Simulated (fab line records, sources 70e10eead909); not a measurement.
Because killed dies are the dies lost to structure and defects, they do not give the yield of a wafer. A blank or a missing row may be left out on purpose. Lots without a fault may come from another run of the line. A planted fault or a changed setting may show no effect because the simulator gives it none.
Chamber matching :: flow nand harc :: 4 sister chambers for NHARC_A_CHANNEL_FILL_D1_ALD_25 on ald hk-03
The step deposits SiOx, target thk 60 nm, pulse time 10 s, ald cycles 600. 8 wafers are shown with their chamber, then 9 later ones without.

== EACH WAFER AND ITS CHAMBER ==
wafer: L081.1
chamber: 1
heater power outer w (W): 284
heater power w (W): 483

wafer: L084.4
chamber: 2
heater power outer w (W): 252
heater power w (W): 468

wafer: L084.5
chamber: 0
heater power outer w (W): 264
heater power w (W): 490

wafer: L087.3
chamber: 0
heater power outer w (W): 265
heater power w (W): 495

wafer: L087.6
chamber: 3
heater power outer w (W): 284
heater power w (W): 530

wafer: L090.1
chamber: 3
heater power outer w (W): 280
heater power w (W): 512

wafer: L090.4
chamber: 1
heater power outer w (W): 276
heater power w (W): 482

wafer: L090.6
chamber: 2
heater power outer w (W): 257
heater power w (W): 477

== WAFERS WITHOUT THEIR CHAMBER ==
wafer: L092.4
heater power outer w (W): 280
heater power w (W): 467

wafer: L092.1
heater power outer w (W): 277
heater power w (W): 510

wafer: L092.6
heater power outer w (W): 286
heater power w (W): 471

wafer: L095.2
heater power outer w (W): 272
heater power w (W): 507

wafer: L095.3
heater power outer w (W): 257
heater power w (W): 468

wafer: L095.5
heater power outer w (W): 276
heater power w (W): 468

wafer: L096.1
heater power outer w (W): 257
heater power w (W): 495

wafer: L096.2
heater power outer w (W): 261
heater power w (W): 479

wafer: L096.4
heater power outer w (W): 275
heater power w (W): 502

== EACH ONE'S CHAMBER ==
wafer: L092.4
from the rows above: 1
in truth: 1

wafer: L092.1
from the rows above: can't be placed: 3 or 1
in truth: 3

wafer: L092.6
from the rows above: 1
in truth: 1

wafer: L095.2
from the rows above: can't be placed: 0 or 3 or 1
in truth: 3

wafer: L095.3
from the rows above: 2
in truth: 2

wafer: L095.5
from the rows above: 1
in truth: 1

wafer: L096.1
from the rows above: can't be placed: 0 or 2
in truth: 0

wafer: L096.2
from the rows above: can't be placed: 2 or 0
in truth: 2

wafer: L096.4
from the rows above: can't be placed: 1 or 0 or 3
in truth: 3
4 of 9 placed correctly. Not placeable from these rows: 5 (in 5, the candidates include the true chamber). Number placed wrongly: 0.
How it was worked out, from the rows above alone: a wafer's distance from a chamber is the root of the sum, over the readings, of the square of ((its reading less the chamber's mean) divided by the reading's scatter). If the next closest chamber is less than 2 further off than the closest, the wafer can't be placed; otherwise it belongs to the closest. Each chamber's mean is taken over the wafers shown for it. How the scatter is found: for the shown wafers, subtract from each reading the mean of its chamber, square and add these, divide the total by (wafers less chambers), then take the root.
